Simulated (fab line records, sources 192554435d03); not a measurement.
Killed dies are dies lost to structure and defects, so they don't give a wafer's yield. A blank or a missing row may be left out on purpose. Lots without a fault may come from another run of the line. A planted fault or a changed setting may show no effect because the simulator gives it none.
Split-lot experiment | flow n5_finfet | 7 lots, 39 wafers read, on a route of 1938 steps

THE SPLIT
At N5_BEOL_M6_ILD_DEP_00 (deposits SiCOH lowk from DEMS/porogen, target thk 179.75 nm, time 33.4 s), the setting time_s was moved away from the recipe's 33.4 s on 15 of the 39 wafers read, by -48.7% to +40.7%. The other wafers ran this setting at the recipe's value.

FROM THE SPLIT TO THE READING: what the file shows between them, 1 step
- N5_BEOL_M6_CURE_74: cures SiCOH lowk, time 240 s

THE READING
M6_ILD_THK, in nm, at N5_BEOL_M6_THK_MEAS_01. Fault-free wafers of this fab line usually give 155.4 nm, standard deviation 2.5 nm.

wafer  | tool, chamber at the split | time_s as run, s | against the recipe | M6_ILD_THK, nm | against lot-mates on the recipe
L074.1 | pecvd-04, 0                | 26.66            | -20.2%             | 122.2          | -30.8
L074.2 | pecvd-04, 2                | 26.66            | -20.2%             | 119.3          | -33.7
L074.3 | pecvd-04, 1                | 33.4             | recipe             | 152.9          | -
L074.4 | pecvd-04, 2                | 33.4             | recipe             | 151.8          | -
L074.5 | pecvd-04, 1                | 26.66            | -20.2%             | 123.1          | -29.9
L074.6 | pecvd-04, 0                | 33.4             | recipe             | 154.3          | -
L077.1 | pecvd-03, 0                | 33.4             | recipe             | 154.1          | -
L077.2 | pecvd-03, 1                | 33.4             | recipe             | 156.3          | -
L077.3 | pecvd-03, 2                | 33.4             | recipe             | 153.3          | -
L077.4 | pecvd-03, 1                | 33.4             | recipe             | 160.7          | -
L077.5 | pecvd-03, 2                | 33.4             | recipe             | 154.9          | -
L077.6 | pecvd-03, 0                | 33.4             | recipe             | 155.8          | -
L080.1 | pecvd-03, 2                | 17.12            | -48.7%             | 80.2           | -76.2
L080.2 | pecvd-03, 0                | 17.12            | -48.7%             | 79.8           | -76.6
L080.3 | pecvd-03, 1                | 33.4             | recipe             | 155.5          | -
L080.4 | pecvd-03, 0                | 33.4             | recipe             | 154.7          | -
L080.5 | pecvd-03, 2                | 17.12            | -48.7%             | 79.0           | -77.4
L080.6 | pecvd-03, 1                | 33.4             | recipe             | 158.9          | -
L088.1 | pecvd-04, 1                | 33.4             | recipe             | 155.8          | -
L088.2 | pecvd-04, 0                | 46.98            | +40.7%             | 215.5          | +60.6
L088.3 | pecvd-04, 2,0              | 33.4             | recipe             | 154.5          | -
L088.4 | pecvd-04, 1                | 46.98            | +40.7%             | 221.5          | +66.6
L088.5 | pecvd-04, 2                | 46.98            | +40.7%             | 219.8          | +64.9
L088.6 | pecvd-04, 2,0              | 33.4             | recipe             | 154.5          | -
L089.1 | pecvd-01, 1                | 33.4             | recipe             | 160.6          | -
L089.2 | pecvd-01, 0                | 33.4             | recipe             | 157.5          | -
L089.4 | pecvd-01, 1                | 33.4             | recipe             | 162.5          | -
L092.1 | pecvd-04, 2                | 33.4             | recipe             | 151.3          | -
L092.2 | pecvd-04, 1                | 28.33            | -15.2%             | 131.0          | -20.5
L092.3 | pecvd-04, 0                | 33.4             | recipe             | 149.8          | -
L092.4 | pecvd-04, 2                | 33.4             | recipe             | 153.5          | -
L092.5 | pecvd-04, 1                | 28.33            | -15.2%             | 132.7          | -18.8
L092.6 | pecvd-04, 0                | 28.33            | -15.2%             | 130.2          | -21.3
L095.1 | pecvd-01, 0                | 27.92            | -16.4%             | 130.2          | -27.7
L095.2 | pecvd-01, 2                | 27.92            | -16.4%             | 131.2          | -26.7
L095.3 | pecvd-01, 1                | 33.4             | recipe             | 156.9          | -
L095.4 | pecvd-01, 2                | 33.4             | recipe             | 158.7          | -
L095.5 | pecvd-01, 1                | 27.92            | -16.4%             | 136.4          | -21.5
L095.6 | pecvd-01, 0                | 33.4             | recipe             | 158.0          | -
Where a row lists several chambers, the file gives one row for several wafers and doesn't say which wafer went through which chamber.

THE FIT
A straight line over all 39 wafers: M6_ILD_THK changes by +1.56 nm for each +1% of time_s; r = +1.00; the points scatter about the line by 2.9 nm.
The same after taking each lot's own level away (the mean of its wafers on the recipe; 39 wafers): +1.56 nm for each +1%; r = +1.00; scatter 2.1 nm.
On that fit, the largest move of time_s shifts the reading by 76 nm.
The lots' own levels span 151.53 to 160.20 nm, that is 3.5 times the standard deviation above.
So the lot-to-lot level changes the slope little: the two slopes agree.
Check: with one of the wafers moved furthest among these (-48.7%) left out of the fit, the line predicts -75.8 nm for it against its lot-mates. It came out at -76.2 nm against them.

THE WHOLE CHAIN: every reading that the file lists as answering this split, in the file's order
step                   | what it does                                                             | reading                                                                                  | change (the file's fit)              | r (the file's)
N5_BEOL_M6_ILD_DEP_00  | deposits SiCOH lowk from DEMS/porogen, target thk 179.75 nm, time 33.4 s | SiCOH_lowk_of_BEOL_M6_ILD_DEP_00.thk_nm (the simulator's own value, which no gauge read) | +1.79 nm for each +1% of the setting | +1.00
N5_BEOL_M6_CURE_74     | cures SiCOH lowk, time 240 s                                             | SiCOH_lowk_of_BEOL_M6_ILD_DEP_00.thk_nm (the simulator's own value, which no gauge read) | +1.56 nm for each +1% of the setting | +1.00
N5_BEOL_M6_THK_MEAS_01 |                                                                          | M6_ILD_THK                                                                               | +1.56 for each +1% of the setting    | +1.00

THE FILE'S OWN FIT
M6_ILD_THK changes by +1.56 nm for each +1% of time_s, r = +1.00.
